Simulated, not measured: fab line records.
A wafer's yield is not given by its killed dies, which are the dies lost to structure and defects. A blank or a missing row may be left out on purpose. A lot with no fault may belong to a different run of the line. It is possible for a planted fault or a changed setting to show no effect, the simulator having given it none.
Problem report, 8D (eight disciplines) form, completed by code || flow n5 finfet || the parts of the form that need people (team, actions taken, sign-off) are left out

1. THE PROBLEM
Across 4 wafers from 3 lots, MD_CAP_THK at N5_MOL_CONTACT_COAG_THK_MEAS_29 averages 12.04 nm, while fault-free wafers read 17.91 nm with a standard deviation of 0.082. That puts it -72 standard deviations away from the usual mean.
The first sign was on wafer L445.6 at day 8 21:14, on film metro-02. The record has a number at this step for 25 wafers belonging to 9 lots. Rule for "out" (also "out of limits"): further than 4 standard deviations from the usual mean. Any other wafer with a number is counted as sound.

2. WHAT IT IS, WHAT IT ISN'T
{"question": "which readings at this step", "is": "MD_CAP_THK", "is not": "-"}
{"question": "which lots", "is": "L445, L447, L448", "is not": "L430, L432, L435, L441, L442, L444"}
{"question": "which wafers of those lots", "is": "L445.6, L447.1, L448.1, L448.6", "is not": "L445.2, L445.3, L447.2"}
{"question": "read on which gauges", "is": "film metro-02", "is not": "film metro-01"}
{"question": "when", "is": "from day 8 21:14", "is not": "up to then (20 sound wafers); but 1 sound wafer of L447 came after"}

3. THE SUSPECTS, EACH WITH WHAT RULES IT OUT
Counting: if a tool at a process step up to the reading ran every lot that is out, it stays a suspect. Sound lots after the first of them don't rule it out here, since some wafers of a struck lot are sound.
- ruled out: the gauge at N5_MOL_CONTACT_COAG_THK_MEAS_29. All the wafers that are out were read on film metro-02, but those of them that N5_MOL_CONTACT_COAG_ETCH_47 has rows for are out there too, on other tools.
- rie metal-03 at N5_GATE_CUT_ETCHBACK_30 (etches TiN in Cl2/Ar, target depth 3 nm): kept. It processed each lot that is out (first: L445, day 8 02:22); up to then, its last sound lot is L444 (day 7 20:26).
- ald sin-03 at N5_GATE_CUT_SAC_CAP_01 (material SiNx, target thk 24 nm, pulse time 1 s, ald cycles 480): kept. It processed each lot that is out (first: L445, day 8 03:00); up to then, its last sound lot is L442 (day 7 11:10).
After counting, rie metal-03 at N5_GATE_CUT_ETCHBACK_30 and ald sin-03 at N5_GATE_CUT_SAC_CAP_01 remain.

4. THE CAUSE (what the simulator had put in)
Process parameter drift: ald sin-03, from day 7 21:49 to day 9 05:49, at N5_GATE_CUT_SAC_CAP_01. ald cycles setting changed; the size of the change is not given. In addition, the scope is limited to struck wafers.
This tool is one of the 2 suspects left after counting.

5. THE EFFECT CHAIN, in route order
Each row: a reading where the mean over the struck wafers with a number is more than 3 standard deviations away from the usual. Only readings for which the record gives a usual standard deviation are gone through. hours: the time from each lot's start at the first step in this table that gives one to its start at this step, as a median over the lots. sigmas: the change in usual standard deviations.
{"hours": 0, "step": "N5_MOL_CONTACT_COAG_THK_MEAS_29", "reading": "MD_CAP_THK", "usual": "17.91 nm", "on struck wafers": 12.04, "change": -5.87, "sigmas": -72}
{"hours": 2, "step": "N5_MOL_CONTACT_COAG_ETCH_47", "reading": "etch rf on time s", "usual": "31.0 s", "on struck wafers": 20.8, "change": -10.2, "sigmas": -16}
Here are the process steps it includes:
- N5_MOL_CONTACT_COAG_ETCH_47: etches SiNx in CH3F/O2, stops on W, target depth 27 nm.
Later steps that measure or inspect, where all struck wafers having a row at the step show a number for every such reading and not one has moved that far: N5_BEOL_M4_RC_MEAS_101.

6. WHAT WOULD HAVE CAUGHT IT SOONER
23 hours passed between the start of the fault at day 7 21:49 and the first reading out of limits at a measuring or inspecting step in this record, taken at day 8 21:14.
No tool reading at N5_GATE_CUT_SAC_CAP_01 that has a usual standard deviation in the record was out on any struck wafer, so an alarm limit of 4 standard deviations on those readings would not have fired.
Lots out: 3; of these, L448 started N5_GATE_CUT_SAC_CAP_01 on ald sin-03 after day 8 21:14. It would have been spared by a hold on the tool at that moment.
